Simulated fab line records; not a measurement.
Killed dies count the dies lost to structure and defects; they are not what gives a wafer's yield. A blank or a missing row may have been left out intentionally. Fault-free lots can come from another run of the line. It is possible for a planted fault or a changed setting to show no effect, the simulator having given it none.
Comparing a struck lot with a sound one | flow n5 finfet | 41 steps out of a route of 1938
Sound: these wafers, L437.2, L437.4, L437.5. The struck wafers were L443.1, L443.3, L443.5. Last of all comes the cause.
Order at every step that has rows: each side's tool, ch and its chambers, its first start. Under that, the readings that differ: sound wafers | struck wafers | difference of the means | sigmas: that difference in standard deviations of wafers without a fault.
alike: readings whose means differ by less than 2 such deviations, and words and numbers that are the same on both sides. not compared: withheld readings, readings that some wafer has no value for, bounds like >300 that may hide the same value, and numbers for which the record gives no deviation and whose values overlap.
The two part at a step that has a row with sigmas, a row that says differs or no value, or rows on one side only. Numbers that have no deviation but don't overlap get no sigmas and don't part them. A reading that every wafer of one side lacks parts them only if that side has two wafers or more.

first, 12 steps without rows for these wafers: N5_HKMG_FIN_STRIP_33 (strips in N2/H2); N5_HKMG_FIN_STRIP_34 (strips in CF4); N5_HKMG_FIN_ETCH_35 (etches SOC in N2/H2, target depth 215.8 nm, time 243.4 s); N5_HKMG_FIN_STRIP_92 (strips SOC in N2/H2, time 20 s); N5_HKMG_FIN_WET_ETCH_18 (etches TiN in SC1, time 55 s, target depth 5.2 nm, rinse time 30 s); N5_HKMG_FIN_STRIP_19 (strips in N2/H2, time 360 s); N5_HKMG_FIN_ALD_91 (deposits TiN, target thk 1 nm, pulse time 1 s, purge time 3 s); N5_HKMG_FIN_COAT_85 (time 60 s, resist thk 300 nm); N5_HKMG_FIN_ETCH_86 (etches SOC in N2/H2, stops on TiN, target depth 393.2 nm); N5_HKMG_FIN_STRIP_89 (strips SOC in N2/H2, time 20 s); N5_HKMG_FIN_WET_ETCH_87 (etches TiN in SC1, time 154.2 s, target depth 4.7 nm, rinse time 30 s); N5_HKMG_FIN_STRIP_88 (strips in N2/H2, time 360 s).
N5_HKMG_FIN_NWFM_ALD_20: deposits TiAlC, target thk 2 nm, pulse time 3 s, purge time 2 s.
  sound on ald metal-04 ch 0,1,3, day 5 03:46; struck on ald metal-04 ch 1,3, day 6 20:51
  reading              | sound                | struck | difference                    | sigmas
  ald cycles           | 7 7 7                | 6 6 6  | -1                            |
  susceptor temp C (C) | 300.13 300.05 299.94 | - - -  | no value on the struck wafers |
  alike: heater power w, precursor pulse height rel
then, 26 steps without rows for these wafers: N5_HKMG_FIN_ALD_71 (deposits TiN, target thk 1 nm, pulse time 1 s, purge time 3 s); N5_HKMG_FIN_COAT_66 (time 60 s, resist thk 300 nm); N5_HKMG_FIN_ETCH_67 (etches SOC in N2/H2, stops on TiN, target depth 388.9 nm); N5_HKMG_FIN_STRIP_90 (strips SOC in N2/H2, time 20 s); N5_HKMG_FIN_WET_ETCH_73 (etches the open film in SC1, time 42.3 s, target depth 1.3 nm, rinse time 30 s); N5_HKMG_FIN_ETCHBACK_68 (etches the open film in Cl2/Ar, stops on HfO2, target depth 0.5 nm); N5_HKMG_FIN_STRIP_69 (strips in N2/H2, time 360 s); N5_HKMG_FIN_ALD_21 (deposits TiN, target thk 1.5 nm, pulse time 1 s, purge time 3 s); N5_HKMG_FIN_ALD_72 (deposits W, target thk 2 nm, pulse time 1 s, purge time 2 s); N5_HKMG_FIN_W_FILL_22 (material W, target thk 60 nm, time 18.2 s); N5_HKMG_FIN_PRECLEAN_83 (cleans in DIW, time 57.5 s); N5_HKMG_FIN_SRD_84 (dry time 32 s); N5_HKMG_FIN_CMP_23 (polishes, stops on SiNx, t overpolish 10 s, target thk 46.326 nm); N5_HKMG_FIN_CMP_94 (polishes, stops on SiNx, t overpolish 4.7 s, target thk 43.299 nm); N5_GATE_CUT_ETCHBACK_00 (etches W in SF6/Cl2); N5_GATE_CUT_ETCH_56 (etches TiN in Cl2/Ar, target depth 21.6 nm); N5_GATE_CUT_ETCHBACK_30 (etches TiN in Cl2/Ar, target depth 3 nm); N5_GATE_CUT_VAPOR_ETCH_60 (etches HfO2 in BCl3/Cl2); N5_GATE_CUT_ETCH_58 (etches SiNx in CH3F/O2, target depth 17 nm, time 128.6 s); N5_GATE_CUT_STRIP_59 (strips in N2/H2, time 20 s); N5_GATE_CUT_PRECLEAN_31 (cleans in DIW, time 300 s); N5_GATE_CUT_SRD_32 (time 30 s); N5_GATE_CUT_SAC_CAP_01 (material SiNx, target thk 24 nm, pulse time 1 s, ald cycles 480); N5_GATE_CUT_PECVD_57 (deposits SiNx from SiH4/NH3/N2, target thk 21 nm); N5_GATE_CUT_CMP_02 (polishes, stops on SiO2, t overpolish 12.7 s, target thk 0 nm); N5_GATE_CUT_HM_DEP_46 (deposits SiO2 from TEOS/O2, target thk 130 nm, time 26.6 s).
-- here the record skips 4 days between the struck wafers' starts before and after, leaving off in module GATE_CUT and picking up in module BEOL_M4 (first step shown: number 1111 of the route) --
N5_BEOL_M4_RC_MEAS_101:
  sound on prober-02 ch 0, day 9 10:25; struck on prober-02 ch 0, day 10 16:20
  reading             | sound                      | struck                     | difference | sigmas
  DIBL_P (mV/V)       | 31.9 31.6 31.7             | 36.4 37.9 37.0             | +5.4       | +2
  IOFF_N_LONG (nA/um) | 5.62e-05 5.54e-05 5.53e-05 | 3.44e-05 3.56e-05 3.49e-05 | -2.07e-05  | -11
  IOFF_P (nA/um)      | 0.15 0.15 0.15             | 0.31 0.35 0.33             | +0.18      | +4
  IOFF_P_LONG (nA/um) | 0.000105 0.000102 0.000101 | 0.00014 0.000135 0.000136  | +0.00003   | +4
  ION_N (uA/um)       | 661 659 661                | 620 636 639                | -29        | -2
  ION_P (uA/um)       | 453 453 455                | 477 478 481                | +25        | +3
  VT_N (mV)           | 255 252 255                | 271 268 267                | +15        | +4
  VT_N_LONG (mV)      | 274.6 275.0 275.8          | 297.8 295.4 297.5          | +21.8      | +13
  VT_N_LVT (mV)       | 101 99 101                 | 121 119 117                | +19        | +5
  VT_P (mV)           | -252 -253 -254             | -238 -237 -237             | +16        | +5
  VT_P_LONG (mV)      | -279.6 -276.6 -276.1       | -266.9 -266.4 -262.2       | +12.3      | +4
  alike: DIBL_N, IOFF_N, IOFF_N_85C, IOFF_N_LIN, SS_N, SS_P
-- record jumps: 4 days separate the struck wafers' starts on either side; left off in module BEOL_M4, taken up again in module PASSIVATION, whose first shown step is the route's number 1936 --
N5_PASSIVATION_PROBE_49:
  sound: prober-01 at day 14 07:05; struck: prober-01 at day 15 03:58
  reading              | sound          | struck          | difference | sigmas
  sort_bin_8_speed (%) | 0 0 0          | 26.53 1.19 2.46 | +10.06     | +99 or more
  sort n pass          | 1108 1080 1116 | 771 1045 1091   | -132       | -7
  sort yield pct (%)   | 93.9 91.5 94.6 | 65.3 88.6 92.5  | -11.2      | -7
  alike: defect limited yield, killed_at_M0_to_M3, killed_at_M4_up, killed at contacts, killed at front end, killed at other, killed dies, killed open, killed short, sort_bin_5_function, sort_bin_6_memory

WHERE THEY PART
At N5_HKMG_FIN_NWFM_ALD_20 first; at N5_PASSIVATION_PROBE_49 last (within this record only).

WHY: the cause the simulator had injected
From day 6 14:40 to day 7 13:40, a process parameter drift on ald metal-04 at N5_HKMG_FIN_NWFM_ALD_20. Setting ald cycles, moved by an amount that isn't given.
